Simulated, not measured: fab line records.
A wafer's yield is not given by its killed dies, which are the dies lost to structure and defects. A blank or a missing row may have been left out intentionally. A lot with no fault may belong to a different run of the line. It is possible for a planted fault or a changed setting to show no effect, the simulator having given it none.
Split-lot trial || flow n5_finfet || 21 wafers read from 7 lots, route of 1938 steps

## ON THE SPLIT
At N5_PASSIVATION_EXPOSE_07 (exposes mask TV, defocus 0 nm, target cd 3000 nm), the setting dose_mj was moved away from the recipe's 22.75 on 9 of the 21 wafers read, by -6.1% to +7.2%. All remaining wafers had this setting at the recipe value.

## FROM THE SPLIT TO THE READING: what the file shows between them, 3 steps
- N5_PASSIVATION_PEB_08
- N5_PASSIVATION_DEVELOP_09: develop time 60 s
- N5_PASSIVATION_HARDBAKE_11: time 120 s

## THE READING
cd_nm (nm) at N5_PASSIVATION_CD_MEAS_10, where the cd target is 3000 nm. On this fab line, fault-free wafers typically give 3000.3 nm with a standard deviation of 1.8 nm.

{"wafer": "L076.1", "tool, chamber at the split": "krf_scanner-01, 0", "dose_mj as run": 22.75, "against the recipe": "recipe", "cd_nm, nm": 2999.0, "against lot-mates on the recipe": "-"}
{"wafer": "L076.2", "tool, chamber at the split": "krf_scanner-01, 0", "dose_mj as run": 22.75, "against the recipe": "recipe", "cd_nm, nm": 2999.5, "against lot-mates on the recipe": "-"}
{"wafer": "L076.4", "tool, chamber at the split": "krf_scanner-01, 0", "dose_mj as run": 22.75, "against the recipe": "recipe", "cd_nm, nm": 2999.8, "against lot-mates on the recipe": "-"}
{"wafer": "L082.1", "tool, chamber at the split": "krf_scanner-01, 0", "dose_mj as run": 22.75, "against the recipe": "recipe", "cd_nm, nm": 2998.7, "against lot-mates on the recipe": "-"}
{"wafer": "L082.2", "tool, chamber at the split": "krf_scanner-01, 0", "dose_mj as run": 24.38, "against the recipe": "+7.2%", "cd_nm, nm": 3013.4, "against lot-mates on the recipe": "+14.0"}
{"wafer": "L082.6", "tool, chamber at the split": "krf_scanner-01, 0", "dose_mj as run": 22.75, "against the recipe": "recipe", "cd_nm, nm": 3000.2, "against lot-mates on the recipe": "-"}
{"wafer": "L089.2", "tool, chamber at the split": "krf_scanner-02, 0", "dose_mj as run": 21.72, "against the recipe": "-4.5%", "cd_nm, nm": 2989.6, "against lot-mates on the recipe": -13.0}
{"wafer": "L089.3", "tool, chamber at the split": "krf_scanner-02, 0", "dose_mj as run": 22.75, "against the recipe": "recipe", "cd_nm, nm": 3002.6, "against lot-mates on the recipe": "-"}
{"wafer": "L089.6", "tool, chamber at the split": "krf_scanner-02, 0", "dose_mj as run": 21.72, "against the recipe": "-4.5%", "cd_nm, nm": 2989.2, "against lot-mates on the recipe": -13.4}
{"wafer": "L094.1", "tool, chamber at the split": "krf_scanner-01, 0", "dose_mj as run": 24.31, "against the recipe": "+6.9%", "cd_nm, nm": 3016.0, "against lot-mates on the recipe": "+16.6"}
{"wafer": "L094.5", "tool, chamber at the split": "krf_scanner-01, 0", "dose_mj as run": 24.31, "against the recipe": "+6.9%", "cd_nm, nm": 3012.9, "against lot-mates on the recipe": "+13.5"}
{"wafer": "L094.6", "tool, chamber at the split": "krf_scanner-01, 0", "dose_mj as run": 22.75, "against the recipe": "recipe", "cd_nm, nm": 2999.4, "against lot-mates on the recipe": "-"}
{"wafer": "L093.4", "tool, chamber at the split": "krf_scanner-02, 0", "dose_mj as run": 22.75, "against the recipe": "recipe", "cd_nm, nm": 2998.4, "against lot-mates on the recipe": "-"}
{"wafer": "L093.5", "tool, chamber at the split": "krf_scanner-02, 0", "dose_mj as run": 21.37, "against the recipe": "-6.1%", "cd_nm, nm": 2987.1, "against lot-mates on the recipe": -11.3}
{"wafer": "L093.6", "tool, chamber at the split": "krf_scanner-02, 0", "dose_mj as run": 21.37, "against the recipe": "-6.1%", "cd_nm, nm": 2985.8, "against lot-mates on the recipe": -12.6}
{"wafer": "L092.1", "tool, chamber at the split": "krf_scanner-02, 0", "dose_mj as run": 22.75, "against the recipe": "recipe", "cd_nm, nm": 3001.4, "against lot-mates on the recipe": "-"}
{"wafer": "L092.4", "tool, chamber at the split": "krf_scanner-02, 0", "dose_mj as run": 22.2, "against the recipe": "-2.4%", "cd_nm, nm": 2995.6, "against lot-mates on the recipe": -6.5}
{"wafer": "L092.5", "tool, chamber at the split": "krf_scanner-02, 0", "dose_mj as run": 22.75, "against the recipe": "recipe", "cd_nm, nm": 3002.7, "against lot-mates on the recipe": "-"}
{"wafer": "L096.1", "tool, chamber at the split": "krf_scanner-01, 0", "dose_mj as run": 22.75, "against the recipe": "recipe", "cd_nm, nm": 3003.8, "against lot-mates on the recipe": "-"}
{"wafer": "L096.2", "tool, chamber at the split": "krf_scanner-01, 0", "dose_mj as run": 22.75, "against the recipe": "recipe", "cd_nm, nm": 3002.4, "against lot-mates on the recipe": "-"}
{"wafer": "L096.6", "tool, chamber at the split": "krf_scanner-01, 0", "dose_mj as run": 23.87, "against the recipe": "+4.9%", "cd_nm, nm": 3012.4, "against lot-mates on the recipe": "+9.3"}

FIT RESULTS
A straight line over all 21 wafers: cd_nm changes by +2.16 nm for each +1% of dose_mj; r = +0.98; the points scatter about the line by 1.7 nm.
The same after taking each lot's own level away (the mean of its wafers on the recipe; 21 wafers): +2.18 nm for each +1%; r = +0.99; scatter 1.4 nm.
Per that fit: largest dose_mj move, reading shift of 16 nm.
Measured against the standard deviation above, the lots' own levels, which go from 2998.40 to 3003.10 nm, span 2.6 times it.
Hence the lot-to-lot level has little effect on the slope; both slopes agree.
Check: with one of the wafers moved furthest among these (+7.2%) left out of the fit, the line predicts +15.6 nm for it against its lot-mates. Against them it came out at +14 nm.

## OTHER SPLITS APPLIED TO THESE WAFERS
Other splits were also applied to these wafers ahead of the reading. Each is held against what the fit with the lots' levels taken away leaves over:
{"other split on the same wafers": "N5_BEOL_M15_COAT_04 spin_rpm", "wafers away from the commonest value": 9, "r with cd_nm (lot level and that fit taken away)": -0.37}
{"other split on the same wafers": "N5_MIM_BOT_SPUTTER_00 time_s", "wafers away from the commonest value": 5, "r with cd_nm (lot level and that fit taken away)": -0.10}

## FILE'S OWN FIT
cd_nm changes by +2.14 nm for each +1% of dose_mj, r = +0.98.
